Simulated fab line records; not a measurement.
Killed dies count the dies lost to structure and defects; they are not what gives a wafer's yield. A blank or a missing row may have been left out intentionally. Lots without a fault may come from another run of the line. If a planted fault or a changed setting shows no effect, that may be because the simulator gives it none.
Split-lot experiment ; flow n5-finfet ; 21 wafers read across 7 lots, on a route 1938 steps long

THE SPLIT
At N5_BEOL_M7_ETCH_61 (etches SiARC in CF4, target depth 45.5 nm, time 75.8 s), the setting source-w was moved away from the recipe's 545 W on 6 of the 21 wafers read, by -11.2% to +14.2%. For the rest of the wafers, this setting stayed at what the recipe calls for.

Reading taken at the split's own step.

THE READING
rf-vpp-V, in V, at N5_BEOL_M7_ETCH_61 (etches SiARC in CF4, target depth 45.5 nm, time 75.8 s). A value of 183.8 V with a standard deviation of 1.2 V is what fault-free wafers of this fab line usually give.

wafer;tool, chamber at the split;source-w as run, W;against the recipe;rf-vpp-V, V;against lot-mates on the recipe
L074.1;rie-diel-03, 1;545;recipe;184.6;-
L074.2;rie-diel-03, 0;545;recipe;182.8;-
L074.5;rie-diel-03, 1;545;recipe;182.4;-
L075.1;rie-diel-06, 3;545;recipe;183.0;-
L075.4;rie-diel-06, 2;545;recipe;181.9;-
L075.6;rie-diel-06, 3;487.4;-10.6%;190.9;+8.5
L079.1;rie-diel-06, 3;484;-11.2%;191.5;+9.7
L079.4;rie-diel-06, 2;545;recipe;181.8;-
L079.5;rie-diel-06, 2;484;-11.2%;190.9;+9.1
L081.1;rie-diel-06, 2;517.2;-5.1%;185.5;+1.4
L081.3;rie-diel-06, 0;517.2;-5.1%;185.7;+1.6
L081.5;rie-diel-06, 1;545;recipe;184.1;-
L085.1;rie-diel-03, 0;545;recipe;185.1;-
L085.4;rie-diel-03, 3;545;recipe;183.6;-
L085.6;rie-diel-03, 1;545;recipe;183.8;-
L086.1;rie-diel-06, 3;622.4;+14.2%;175.6;-8.4
L086.4;rie-diel-06, 1;545;recipe;183.6;-
L086.6;rie-diel-06, 3;545;recipe;184.4;-
L092.1;rie-diel-02, 0;545;recipe;182.2;-
L092.3;rie-diel-02, 1;545;recipe;185.6;-
L092.5;rie-diel-02, 0;545;recipe;183.0;-

FIT RESULTS
A straight line over all 21 wafers: rf-vpp-V changes by -0.623 V for each +1% of source-w; r = -0.95; the points scatter about the line by 1.1 V.
The same after taking each lot's own level away (the mean of its wafers on the recipe; 21 wafers): -0.702 V for each +1%; r = -0.95; scatter 1.2 V.
The reading moves by 10 V for the largest change in source-w, on that fit.
From 181.80 to 184.17 V: that is the span of the lots' own levels, equal to 2.0 times the standard deviation above.
In other words, the slope is changed by the lot-to-lot level; the two fits disagree.
Check: for one of the wafers moved furthest among these (+14.2%), held out of the fit, the line's prediction against its lot-mates is -11.2 V. Against them it came out at -8.4 V.
Tool readings at the split's step, against how far the setting was moved: rf-vpp-V r = -0.95.

THE FILE'S OWN FIT
rf-vpp-V changes by -0.695 V for each +1% of source-w, r = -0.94.
